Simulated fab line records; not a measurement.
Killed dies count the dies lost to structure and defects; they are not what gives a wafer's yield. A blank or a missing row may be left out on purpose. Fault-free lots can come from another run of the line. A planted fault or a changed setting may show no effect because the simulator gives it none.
What tool caused it? + flow nandHarc + 12 lots, 36 wafers sampled, at 6 steps of a route of 1302

WHAT THE GAUGES READ, wafer by wafer
NHARC_A_ONON_D1_THK_MEAS_27: measures by ellipsometry.
| lot  | measured     | on           | thkNm (nm)     |
|------|--------------|--------------|----------------|
| L692 | day 8 03:52  | filmMetro-02 | 999 1001 999   |
| L693 | day 8 08:19  | filmMetro-02 | 1007 1008 1008 |
| L695 | day 9 05:31  | filmMetro-01 | 995 996 997    |
| L696 | day 9 21:42  | filmMetro-02 | 998 999 999    |
| L698 | day 11 01:23 | filmMetro-01 | 997 996 997    |
| L700 | day 11 21:32 | filmMetro-02 | 1580 1013 1010 |
| L709 | day 15 06:14 | filmMetro-01 | 980 981 980    |
| L710 | day 15 16:10 | filmMetro-02 | 1011 1011 1011 |
| L711 | day 16 04:41 | filmMetro-01 | 986 983 985    |
| L712 | day 16 14:56 | filmMetro-01 | 1009 1010 1009 |
| L713 | day 16 23:30 | filmMetro-01 | 992 992 991    |
| L715 | day 18 05:20 | filmMetro-01 | 1000 999 999   |

NHARC_END_SORT_01.
| lot  | measured     | on        | killedAtArray | killedAtOther | killedAtPeriphery | killedDies | killedOpen | killedShort |
|------|--------------|-----------|---------------|---------------|-------------------|------------|------------|-------------|
| L700 | day 28 12:28 | prober-01 | 669 92 86     | 1 2 0         | 7 6 7             | 677 100 93 | 3 6 3      | 4 2 2       |

TOOL THAT RAN EACH LOT (tool first, then ch and the chambers of the sampled wafers, then the start)
| lot  | NHARC_P_BONDPAD_ETCH_24                      | NHARC_P_BONDPAD_PVD_17                 | NHARC_P_BONDPAD_CMP_19        | NHARC_A_ONON_D1_DEP_25          |
|------|----------------------------------------------|----------------------------------------|-------------------------------|---------------------------------|
| L692 | rieDiel-08 ch 0,2,3, day 6 15:45 or earlier  | pvdSputter-03, day 6 15:45 or earlier  | cmp-04 ch 0,2, day 6 15:45    | pecvdOnon-04 ch 0, day 8 03:25  |
| L693 | rieDiel-08 ch 0,2, day 6 21:05 or earlier    | pvdSputter-01, day 6 21:05 or earlier  | cmp-02 ch 0,1,2, day 6 21:05  | pecvdOnon-04 ch 0, day 8 07:52  |
| L695 | rieDiel-08 ch 0,1,3, day 7 18:46 or earlier  | pvdSputter-01, day 7 18:46 or earlier  | cmp-04 ch 1,2, day 7 18:46    | pecvdOnon-04 ch 0, day 9 05:07  |
| L696 | rieDiel-13 ch 0,1,2, day 8 08:50 or earlier  | pvdSputter-01, day 8 08:50 or earlier  | cmp-01 ch 0,1,2, day 8 08:50  | pecvdOnon-01 ch 0, day 9 21:11  |
| L698 | rieDiel-13 ch 1,2,3, day 9 07:38 or earlier  | pvdSputter-03, day 9 07:38 or earlier  | cmp-02 ch 0,1,2, day 9 07:38  | pecvdOnon-01 ch 0, day 11 00:59 |
| L700 | rieDiel-08 ch 0,2,3, day 10 05:38 or earlier | pvdSputter-03, day 10 05:38 or earlier | cmp-04 ch 1,2,3, day 10 05:38 | pecvdOnon-04 ch 0, day 11 21:12 |
| L709 | rieDiel-13 ch 0,1,2, day 13 19:10 or earlier | pvdSputter-01, day 13 19:10 or earlier | cmp-01 ch 0,2,3, day 13 19:10 | pecvdOnon-02 ch 0, day 15 05:47 |
| L710 | rieDiel-11 ch 0,1, day 14 01:49 or earlier   | pvdSputter-01, day 14 01:49 or earlier | cmp-02 ch 0,1,2, day 14 01:49 | pecvdOnon-01 ch 0, day 15 15:40 |
| L711 | rieDiel-11 ch 0,2,3, day 14 15:14 or earlier | pvdSputter-01, day 14 15:14 or earlier | cmp-02 ch 0,1,3, day 14 15:14 | pecvdOnon-02 ch 0, day 16 04:13 |
| L712 | rieDiel-11 ch 0,2,3, day 15 02:05 or earlier | pvdSputter-03, day 15 02:05 or earlier | cmp-04 ch 0,2,3, day 15 02:05 | pecvdOnon-01 ch 0, day 16 14:29 |
| L713 | rieDiel-08 ch 0,2,3, day 15 10:51 or earlier | pvdSputter-01, day 15 10:51 or earlier | cmp-01 ch 0,2,3, day 15 10:51 | pecvdOnon-01 ch 0, day 16 22:59 |
| L715 | rieDiel-13 ch 0,1,2, day 16 13:43 or earlier | pvdSputter-01, day 16 13:43 or earlier | cmp-01 ch 1,3, day 16 13:43   | pecvdOnon-04 ch 0, day 18 04:50 |
- NHARC_P_BONDPAD_ETCH_24: etches the open film in CF4/N2, target depth 30 nm, time 72.99 s.
- NHARC_P_BONDPAD_PVD_17: deposits TaN, target thk 5 nm, time 8.06 s.
- NHARC_P_BONDPAD_CMP_19: polishes, t overpolish 30 s, cu recess touch 16 s, target thk 160.81 nm.
- NHARC_A_ONON_D1_DEP_25: target thk 1000 nm.

AS READ BY THE TOOLS THEMSELVES (means over the sampled wafers that have a number; for cases with no such wafer, the mark the record gives instead)
NHARC_P_BONDPAD_ETCH_24.
| lot  | tool       | drypumpMotorCurrentA (A) | oesProductAu (a.u.) | rfVppV (V) | showerheadPlenumPTorr (Torr) | throttleValvePct (%) |
|------|------------|--------------------------|---------------------|------------|------------------------------|----------------------|
| L692 | rieDiel-08 | 5.7                      | 1.000               | 314.2      | 2.65                         | 19.792               |
| L693 | rieDiel-08 | 5.5                      | 1.008               | 314.0      | 2.62                         | 19.794               |
| L695 | rieDiel-08 | 5.6                      | 0.997               | 314.4      | 2.63                         | 19.794               |
| L696 | rieDiel-13 | 5.9                      | 0.997               | 312.8      | 2.60                         | 19.794               |
| L698 | rieDiel-13 | 6.0                      | 0.995               | 314.7      | 2.62                         | 19.786               |
| L700 | rieDiel-08 | 5.7                      | 0.997               | 314.1      | 2.65                         | 19.796               |
| L709 | rieDiel-13 | 5.9                      | 1.010               | 313.8      | 2.60                         | 19.804               |
| L710 | rieDiel-11 | 6.0                      | 0.997               | 312.7      | 2.50                         | 19.792               |
| L711 | rieDiel-11 | 5.6                      | 1.004               | 313.1      | 2.52                         | 19.796               |
| L712 | rieDiel-11 | 5.5                      | 1.004               | 312.4      | 2.52                         | 19.796               |
| L713 | rieDiel-08 | 5.6                      | 0.994               | 314.0      | 2.65                         | 19.792               |
| L715 | rieDiel-13 | 5.9                      | 1.004               | 313.9      | 2.59                         | 19.798               |

NHARC_P_BONDPAD_PVD_17.
| lot  | tool          | throttleValvePct (%) |
|------|---------------|----------------------|
| L692 | pvdSputter-03 | 29.1                 |
| L693 | pvdSputter-01 | 31.3                 |
| L695 | pvdSputter-01 | 30.1                 |
| L696 | pvdSputter-01 | 30.3                 |
| L698 | pvdSputter-03 | 30.1                 |
| L700 | pvdSputter-03 | 29.5                 |
| L709 | pvdSputter-01 | 29.4                 |
| L710 | pvdSputter-01 | 30.1                 |
| L711 | pvdSputter-01 | 29.8                 |
| L712 | pvdSputter-03 | 30.1                 |
| L713 | pvdSputter-01 | 29.5                 |
| L715 | pvdSputter-01 | 30.6                 |

NHARC_P_BONDPAD_CMP_19.
| lot  | tool   | edgeZonePressureFrac | motorCurrentA (A) | overpolishRunS (s) |
|------|--------|----------------------|-------------------|--------------------|
| L692 | cmp-04 | 1.004                | 13.6              | 30.002             |
| L693 | cmp-02 | 1.004                | 12.1              | 30.001             |
| L695 | cmp-04 | 0.999                | 13.4              | 29.998             |
| L696 | cmp-01 | 1.001                | 10.7              | 30.008             |
| L698 | cmp-02 | 0.998                | 12.1              | 30.002             |
| L700 | cmp-04 | 1.005                | 13.0              | 30.004             |
| L709 | cmp-01 | 0.996                | 10.8              | 30.001             |
| L710 | cmp-02 | 1.005                | 12.3              | 29.990             |
| L711 | cmp-02 | 0.998                | 12.9              | 29.997             |
| L712 | cmp-04 | 1.004                | 12.9              | 30.005             |
| L713 | cmp-01 | 1.003                | 10.8              | 30.002             |
| L715 | cmp-01 | 0.999                | 10.5              | 29.994             |

THE ANSWER, worked out from the rows above alone
Rule: the lots themselves supply what counts as usual. Put in order of their means at a reading, lots are off if they are a third of the lots or fewer, leave a main group of 4 or more, and stand apart from it by a gap of 3 or more times the standard deviation of the main group's means; of several such gaps the widest counts. A main group is skipped when, at the precision printed for the reading in the tables above, its means are all equal. Also off: a lot with no number at a reading for which 4 or more lots have one. Where the step has rows for the other lots, those lots are counted as sound. Order of review: gauges by route order, followed by the tools' own readings, for which a lot's mean as printed above is used. At the first step where some lot is off, the reading lying furthest off is the one used; lots without a number count as furthest.
Off: L700, at NHARC_A_ONON_D1_THK_MEAS_27 (thkNm). The main group has a mean of 998 nm with a standard deviation of 9.2.
A tool fits if, at a process step before that reading, it ran every lot that is off, and no sound lot after the first of them. Gauges at NHARC_A_ONON_D1_THK_MEAS_27: tried the same way as those tools. Because NHARC_P_BONDPAD_ETCH_24 lacks a start for some lots, the hours and order of its lots are taken from NHARC_P_BONDPAD_CMP_19. Because NHARC_P_BONDPAD_PVD_17 lacks a start for some lots, the hours and order of its lots are taken from NHARC_P_BONDPAD_CMP_19. Of those tried, none fits.

WHAT HAD BEEN PUT IN BY THE SIMULATOR
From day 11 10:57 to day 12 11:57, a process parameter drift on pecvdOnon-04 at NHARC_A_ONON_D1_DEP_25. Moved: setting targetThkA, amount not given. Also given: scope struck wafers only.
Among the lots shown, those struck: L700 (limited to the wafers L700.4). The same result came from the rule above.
